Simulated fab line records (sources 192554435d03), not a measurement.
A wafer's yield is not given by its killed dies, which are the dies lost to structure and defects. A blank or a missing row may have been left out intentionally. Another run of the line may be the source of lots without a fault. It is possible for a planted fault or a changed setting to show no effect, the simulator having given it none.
What tool caused it?	flow n5 finfet	8 lots with 24 wafers sampled at 7 steps, on a route of 1938 steps

WHAT EACH GAUGE READ, for each wafer
N5_BEOL_M0_SAQP_INSPECT_42: inspects for defects (brightfield). Usual: raw defect count reads 293 (standard deviation 76).
lot	measured	on	raw defect count	flag
L891	day 6 00:12	defect inspect-01	214 302 200	
L893	day 6 08:10	defect inspect-02	269 415 335	
L894	day 6 16:49	defect inspect-01	242 406 239	
L895	day 6 21:09	defect inspect-01	211 218 296	
L906	day 10 00:29	defect inspect-01	426 197 1247	OFF
L908	day 10 11:07	defect inspect-02	227 292 265	
L909	day 10 18:10	defect inspect-01	614 330 259	
L913	day 11 17:48	defect inspect-02	279 213 245	

N5_BEOL_M0_CUTY_INSPECT_59: inspects for defects (macro). Usual: raw defect count reads 2.0 (standard deviation 1.5).
lot	measured	on	raw defect count	flag
L891	day 6 01:34	defect inspect-01	3 0 1	
L893	day 6 09:33	defect inspect-02	4 2 4	
L894	day 6 18:06	defect inspect-01	7 1 0	
L895	day 6 22:26	defect inspect-02	0 2 3	
L906	day 10 02:08	defect inspect-01	3 1 >300	
L908	day 10 12:44	defect inspect-02	2 2 7	
L909	day 10 19:34	defect inspect-02	2 1 1	
L913	day 11 19:13	defect inspect-02	2 3 0	

N5_BEOL_M4_RC_MEAS_101. Usual: DIBL_N 35.7 mV/V, standard deviation 1.5; DIBL_P 35.7 mV/V, standard deviation 2; IOFF_N 0.155 nA/um, standard deviation 0.026; IOFF_P 0.20 nA/um, standard deviation 0.031; ION_N 675 uA/um, standard deviation 11; ION_P 462 uA/um, standard deviation 7.1; SS_N 71.3 mV/dec, standard deviation 0.57; SS_P 73.1 mV/dec, standard deviation 0.56; VT_N 250 mV, standard deviation 3; VT_P -251 mV, standard deviation 3.
lot	measured	on	DIBL_N (mV/V)	DIBL_P (mV/V)	IOFF_N (nA/um)	IOFF_P (nA/um)	ION_N (uA/um)	ION_P (uA/um)	SS_N (mV/dec)	SS_P (mV/dec)	VT_N (mV)	VT_P (mV)	flag
L891	day 8 17:17	prober-01	37.9 37.5 35.9	38.4 37.2 36.3	0.208 0.182 0.166	0.24 0.23 0.22	696 671 688	472 461 474	72.1 71.8 70.9	73.4 73.3 73.4	245 247 247	-247 -248 -249	
L893	day 9 03:11	prober-01	33.4 34.5 38.2	31.3 33.0 37.4	0.106 0.128 0.184	0.17 0.19 0.25	662 681 683	458 469 470	70.5 71.2 72.4	72.4 73.6 74.7	255 252 248	-253 -251 -248	
L894	day 9 07:03	prober-02	36.1 37.1 35.4	34.7 34.5 32.9	0.165 0.181 0.140	0.21 0.20 0.18	674 694 678	460 468 464	72.0 72.9 71.3	72.9 73.0 72.6	248 248 251	-251 -252 -252	
L895	day 9 06:25	prober-01	32.8 30.9 34.8	32.8 30.8 34.6	0.124 0.101 0.152	0.17 0.14 0.19	669 638 676	460 444 460	71.5 69.9 71.7	72.4 71.8 72.7	251 256 247	-251 -255 -252	
L906	day 12 13:44	prober-01	36.7 37.4 37.1	36.3 37.0 36.7	0.157 0.171 0.169	0.21 0.23 0.23	682 683 677	472 469 467	72.4 72.5 71.9	72.9 73.6 73.5	248 248 246	-248 -247 -247	
L908	day 13 05:15	prober-02	33.4 34.1 34.6	34.3 34.8 35.3	0.121 0.133 0.136	0.14 0.15 0.15	668 677 677	450 455 456	71.4 71.6 71.7	72.9 72.9 72.8	253 250 250	-256 -257 -258	
L909	day 12 22:20	prober-01	34.8 36.9 36.3	33.1 36.3 35.8	0.112 0.160 0.146	0.18 0.23 0.22	654 682 679	458 474 468	71.0 71.2 71.5	72.4 73.0 72.6	255 248 250	-251 -247 -249	
L913	day 14 08:04	prober-02	36.7 37.4 35.5	38.3 38.4 37.9	0.173 0.189 0.159	0.21 0.22 0.21	680 674 683	466 461 462	72.6 71.5 72.3	73.2 73.3 72.8	247 246 249	-251 -251 -250	

WHAT TOOL EACH LOT RAN ON (gives the tool, then ch and the chambers of the sampled wafers, and finally the start)
lot	N5_BEOL_M0_SAQP_MANDREL_ETCH_20	N5_BEOL_M0_SAQP_SPACER2_ETCHBACK_27	N5_BEOL_M0_SAQP_CUT_ETCH_46	N5_BEOL_M0_SAQP_ETCH_49
L891	rie si-03 ch 1,2,3, day 5 19:46	rie diel-04 ch 0,3, day 5 23:29	rie diel-02 ch 1,2,3, day 6 00:19	rie diel-02 ch 0,2,3, day 6 01:09
L893	rie si-03 ch 0,2,3, day 6 04:29	rie diel-05 ch 1,3, day 6 07:34	rie diel-02 ch 0,2,3, day 6 08:17	rie diel-04 ch 0,2, day 6 09:01
L894	rie si-05 ch 2,3, day 6 13:23	rie diel-02 ch 0,3, day 6 16:13	rie diel-02 ch 1,2,3, day 6 16:56	rie diel-02 ch 1,2, day 6 17:41
L895	rie si-02 ch 0,2,3, day 6 17:32	rie diel-05 ch 1,2,3, day 6 20:34	rie diel-04 ch 0,2,3, day 6 21:16	rie diel-04 ch 0,2, day 6 22:01
L906	rie si-03 ch 1,2,3, day 9 20:55	rie diel-04 ch 1,3, day 9 23:51	rie diel-04 ch 0,1,2, day 10 00:36	rie diel-04 ch 1,2,3, day 10 01:35
L908	rie si-02 ch 1,2,3, day 10 06:05	rie diel-05 ch 0,1, day 10 10:23	rie diel-02 ch 0,1, day 10 11:14	rie diel-04 ch 2,3, day 10 12:11
L909	rie si-02 ch 1,2,3, day 10 13:40	rie diel-02 ch 1,3, day 10 17:35	rie diel-02 ch 0,3, day 10 18:17	rie diel-04 ch 0,1,2, day 10 19:01
L913	rie si-02 ch 1,2,3, day 11 14:15	rie diel-05 ch 0,1,2, day 11 17:11	rie diel-05 ch 0,2,3, day 11 17:55	rie diel-05 ch 0,1,2, day 11 18:40
- N5_BEOL_M0_SAQP_MANDREL_ETCH_20: etches a-Si in HBr/Cl2, stops on SiNx, target depth 60 nm, bt time 10 s, time 30 s.
- N5_BEOL_M0_SAQP_SPACER2_ETCHBACK_27: etches SiO2 in CHF3/O2, target depth 22.5 nm, time 11.25 s.
- N5_BEOL_M0_SAQP_CUT_ETCH_46: etches SOC in N2/H2, target depth 135 nm, overetch 27 nm, time 202.5 s.
- N5_BEOL_M0_SAQP_ETCH_49: etches SiO2 in CF4/O2, target depth 37 nm.

WHAT THE TOOLS THEMSELVES READ (means of the sampled wafers that have a number; where no wafer has one, the mark that the record gives instead)
N5_BEOL_M0_SAQP_MANDREL_ETCH_20. Usual: drypump motor current A 5.7 A, standard deviation 0.48; he backside leak sccm 2.7 sccm, standard deviation 0.33; mfc cl2 sccm 80.01 sccm, standard deviation 0.24; oes product au 0.771 a.u., standard deviation 0.011; throttle valve pct 35.3 %, standard deviation 0.39.
lot	tool	drypump motor current A (A)	he backside leak sccm (sccm)	mfc cl2 sccm (sccm)	oes product au (a.u.)	throttle valve pct (%)	flag
L891	rie si-03	6.1	3.0	79.84	0.768	35.3	
L893	rie si-03	5.8	2.6	80.02	0.781	35.3	
L894	rie si-05	5.9	2.7	80.13	0.771	34.9	
L895	rie si-02	5.4	2.8	79.98	0.765	35.2	
L906	rie si-03	6.1	2.9	79.80	0.775	35.3	
L908	rie si-02	5.3	2.6	79.70	0.779	35.5	
L909	rie si-02	5.3	2.6	79.90	0.775	35.5	
L913	rie si-02	5.3	2.6	80.14	0.763	35.5	

N5_BEOL_M0_SAQP_SPACER2_ETCHBACK_27. Usual: CHF3_flow_sccm 50.02 sccm, standard deviation 0.14; drypump motor current A 5.6 A, standard deviation 0.38; oes product au 0.83 a.u., standard deviation 0.09; rf vpp V 525 V, standard deviation 5.2; showerhead plenum p Torr 2.44 Torr, standard deviation 0.055; throttle valve pct 18.86 %, standard deviation 0.2.
lot	tool	CHF3_flow_sccm (sccm)	drypump motor current A (A)	oes product au (a.u.)	rf vpp V (V)	showerhead plenum p Torr (Torr)	throttle valve pct (%)	flag
L891	rie diel-04	50.00	5.8	0.88	531	2.46	18.89	
L893	rie diel-05	50.00	5.6	0.89	523	2.40	18.78	
L894	rie diel-02	50.14	5.3	0.71	528	2.43	19.05	
L895	rie diel-05	50.01	5.6	0.88	523	2.42	18.78	
L906	rie diel-04	50.09	5.5	0.90	531	2.38	18.76	
L908	rie diel-05	50.10	6.0	0.73	526	2.47	19.11	
L909	rie diel-02	49.90	5.1	0.78	528	2.49	18.99	
L913	rie diel-05	49.99	5.8	0.77	523	2.45	18.99	

N5_BEOL_M0_SAQP_CUT_ETCH_46. Usual: drypump motor current A 5.6 A, standard deviation 0.39; rf vpp V 525.0 V, standard deviation 2; showerhead plenum p Torr 2.58 Torr, standard deviation 0.073; throttle valve pct 17.76 %, standard deviation 0.27.
lot	tool	drypump motor current A (A)	rf vpp V (V)	showerhead plenum p Torr (Torr)	throttle valve pct (%)	flag
L891	rie diel-02	5.2	525.7	2.60	17.82	
L893	rie diel-02	5.4	523.0	2.54	17.88	
L894	rie diel-02	5.2	525.2	2.60	17.82	
L895	rie diel-04	6.0	525.0	2.59	17.82	
L906	rie diel-04	5.9	523.9	2.54	17.76	
L908	rie diel-02	5.1	526.6	2.65	17.51	
L909	rie diel-02	5.3	527.6	2.68	17.99	
L913	rie diel-05	5.8	524.9	2.56	17.77	

N5_BEOL_M0_SAQP_ETCH_49. Usual: drypump motor current A 5.6 A, standard deviation 0.39; oes product au 0.80 a.u., standard deviation 0.084; rf vpp V 241.6 V, standard deviation 3; showerhead plenum p Torr 2.23 Torr, standard deviation 0.049; throttle valve pct 15.84 %, standard deviation 0.18.
lot	tool	drypump motor current A (A)	oes product au (a.u.)	rf vpp V (V)	showerhead plenum p Torr (Torr)	throttle valve pct (%)	flag
L891	rie diel-02	5.4	0.73	241.4	2.20	15.89	
L893	rie diel-04	6.2	0.87	241.9	2.24	15.79	
L894	rie diel-02	5.1	0.71	239.0	2.24	15.86	
L895	rie diel-04	6.1	0.81	238.6	2.23	15.73	
L906	rie diel-04	5.8	0.88	245.0	2.22	15.80	
L908	rie diel-04	5.9	0.86	245.5	2.25	15.94	
L909	rie diel-04	5.8	0.83	240.6	2.20	15.73	
L913	rie diel-05	5.8	0.77	240.0	2.23	15.92	

THE ANSWER, worked out from the rows above alone
Rule: take the mean of a lot's wafers that have a number; if it is more than 3 standard deviations from the usual mean, the lot is off. A lot without any number at a reading at which 4 lots or more have one is off too. Any other lot the step has rows for is counted as sound. Order of review: gauges by route order, followed by the tools' own readings, for which a lot's mean as printed above is used. The first step at which some lot is off is used, and at that step the reading that is off furthest; a lot without a number counts as furthest.
Off: L906 (N5_BEOL_M0_SAQP_INSPECT_42, raw defect count).
A tool fits if, at a process step before that reading, it ran every lot that is off, and no sound lot after the first of them. The gauges at N5_BEOL_M0_SAQP_INSPECT_42 are tried like those tools. This does not decide it: 2 tools fit, namely rie si-03 at N5_BEOL_M0_SAQP_MANDREL_ETCH_20 and rie diel-04 at N5_BEOL_M0_SAQP_SPACER2_ETCHBACK_27.

WHAT THE SIMULATOR HAD INSERTED
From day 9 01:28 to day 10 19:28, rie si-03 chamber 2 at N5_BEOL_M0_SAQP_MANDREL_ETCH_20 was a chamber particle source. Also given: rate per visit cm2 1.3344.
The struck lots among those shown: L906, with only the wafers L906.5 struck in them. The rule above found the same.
